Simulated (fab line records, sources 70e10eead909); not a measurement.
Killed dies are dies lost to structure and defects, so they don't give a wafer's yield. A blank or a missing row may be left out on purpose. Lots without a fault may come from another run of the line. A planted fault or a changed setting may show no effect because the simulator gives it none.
Which tool did it? | flow nand_harc | 12 lots, 36 wafers sampled, at 2 steps of a route of 1159

WHAT THE GAUGES READ, wafer by wafer
NHARC_P_M0_CD_MEAS_16.
lot  | measured     | on        | cd_nm (nm)
L075 | day 6 06:34  | cd_sem-02 | 89.1 89.6 90.6
L077 | day 6 08:14  | cd_sem-01 | 89.6 90.0 89.8
L079 | day 7 06:47  | cd_sem-01 | 90.2 90.2 89.7
L081 | day 7 21:32  | cd_sem-03 | 90.4 89.3 91.0
L083 | day 8 04:18  | cd_sem-02 | 89.9 89.4 89.9
L087 | day 8 23:40  | cd_sem-02 | 90.5 90.9 89.4
L088 | day 9 03:37  | cd_sem-01 | 89.9 90.1 90.4
L090 | day 9 22:43  | cd_sem-02 | 90.2 89.4 89.6
L091 | day 10 06:26 | cd_sem-03 | 90.8 91.1 91.5
L093 | day 10 07:54 | cd_sem-03 | 89.8 89.7 89.5
L095 | day 10 21:52 | cd_sem-02 | 90.2 90.7 90.6
L096 | day 11 06:10 | cd_sem-01 | 89.3 89.7 89.8

WHICH TOOL RAN EACH LOT (tool, then ch and the chambers of the sampled wafers, then the start)
lot  | NHARC_P_M0_DESCUM_14
L075 | rie_diel-02 ch 2,3, day 6 06:16
L077 | rie_diel-02 ch 1,2,3, day 6 07:58
L079 | rie_diel-11 ch 0,3, day 7 06:29
L081 | rie_diel-02 ch 1,2,3, day 7 21:14
L083 | rie_diel-02 ch 0,2,3, day 8 04:01
L087 | rie_diel-02 ch 0,1,2, day 8 23:22
L088 | rie_diel-02 ch 1,2,3, day 9 03:19
L090 | rie_diel-02 ch 0,1, day 9 22:25
L091 | rie_diel-02 ch 0,1,3, day 10 06:08
L093 | rie_diel-08 ch 1,2, day 10 07:36
L095 | rie_diel-02 ch 0,2,3, day 10 21:35
L096 | rie_diel-11 ch 0,2,3, day 11 05:54
- NHARC_P_M0_DESCUM_14: chemistry O2, time 3 s.

THE ANSWER, worked out from the rows above alone
Rule: what is usual is taken from the lots themselves. Put in order of their means at a reading, lots are off if they are a third of the lots or fewer, leave a main group of 4 or more, and stand apart from it by a gap of 3 or more times the standard deviation of the main group's means; of several such gaps the widest counts. A main group whose means are all the same, to the digits that the tables above print for the reading, isn't used. A lot without any number at a reading at which 4 lots or more have one is off too. The other lots that the step has rows for count as sound.
No lot is off at any reading shown: from this, nothing can be told.

WHAT THE SIMULATOR HAD PUT IN
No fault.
